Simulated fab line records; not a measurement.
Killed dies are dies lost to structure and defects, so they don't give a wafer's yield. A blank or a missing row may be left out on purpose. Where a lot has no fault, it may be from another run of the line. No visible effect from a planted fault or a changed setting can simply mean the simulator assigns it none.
What tool caused it? | flow n5Finfet | 25 wafers from 9 lots sampled at 3 of the route's 1938 steps

WHAT THE GAUGES READ, wafer by wafer
N5_FIN_SAQP_INSPECT_40: inspects for defects (brightfield).
lot  | measured    | on               | rawDefectCount
L773 | day 2 08:28 | defectInspect-01 | 455 281 391
L776 | day 3 02:20 | defectInspect-01 | 328 202 197
L778 | day 3 15:31 | defectInspect-02 | 195 230
L783 | day 4 23:14 | defectInspect-02 | 293 291
L786 | day 5 15:47 | defectInspect-01 | 256 1671 240
L790 | day 6 14:58 | defectInspect-02 | 304 533 256
L791 | day 6 21:19 | defectInspect-02 | 261 183 246
L792 | day 7 02:02 | defectInspect-01 | 248 320 284
L795 | day 7 20:09 | defectInspect-02 | 335 151 273

TOOL THAT RAN EACH LOT (tool first, then ch and the chambers of the sampled wafers, then the start)
lot  | N5_FIN_SAQP_SPACER2_ALD_28      | N5_FIN_SAQP_STRIP_77
L773 | aldSin-04 ch 0,1,2, day 2 07:06 | rieDiel-05 ch 0,2, day 2 08:01
L776 | aldSin-01 ch 1,2,3, day 3 01:13 | rieDiel-05 ch 0,1,2, day 3 01:53
L778 | aldSin-01 ch 0,1, day 3 14:34   | rieDiel-02 ch 0,1, day 3 15:07
L783 | aldSin-02 ch 0,1, day 4 22:08   | rieDiel-05 ch 0,1, day 4 22:48
L786 | aldSin-01 ch 1,2,3, day 5 14:38 | rieDiel-02 ch 0,1,3, day 5 15:20
L790 | aldSin-01 ch 1,2, day 6 13:52   | rieDiel-05 ch 0,1,2, day 6 14:32
L791 | aldSin-02 ch 2,3, day 6 20:11   | rieDiel-05 ch 0,2, day 6 20:52
L792 | aldSin-01 ch 0,2, day 7 00:55   | rieDiel-06 ch 0,1, day 7 01:35
L795 | aldSin-02 ch 0,1,2, day 7 18:52 | rieDiel-05 ch 0,3, day 7 19:39
- N5_FIN_SAQP_SPACER2_ALD_28: deposits SiO2, target thk 8.1 nm, pulse time 1 s, purge time 2 s.
- N5_FIN_SAQP_STRIP_77: strips in N2/H2, time 90 s.

THE ANSWER, worked out from the rows above alone
Rule: usual is defined by the lots themselves. The widest of any qualifying gaps counts: lots, ordered by their means at a reading, are off when they make up no more than a third of the lots, leave a main group of 4 or more, and stand apart from it by 3 or more times the standard deviation of that group's means. The tables above print the reading to a certain number of digits; a main group whose means all agree to those digits is not used. Also off: a lot with no number at a reading for which 4 or more lots have one. All remaining lots with rows at the step are treated as sound.
Off, at N5_FIN_SAQP_INSPECT_40 on rawDefectCount: L786. Main group: mean 282, sd 57.
A tool fits if, at a process step before that reading, it ran every lot that is off, and no sound lot after the first of them. Those tools and the gauges at N5_FIN_SAQP_INSPECT_40 are tried in the same way. One candidate fits, namely rieDiel-02 at N5_FIN_SAQP_STRIP_77. A fault onset in the window from L778 (day 3 15:07, its last sound lot) to L786 (day 5 15:20, its first lot off) fits.

WHAT THE SIMULATOR HAD INSERTED
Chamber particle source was rieDiel-02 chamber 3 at N5_FIN_SAQP_STRIP_77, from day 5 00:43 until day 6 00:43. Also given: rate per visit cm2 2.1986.
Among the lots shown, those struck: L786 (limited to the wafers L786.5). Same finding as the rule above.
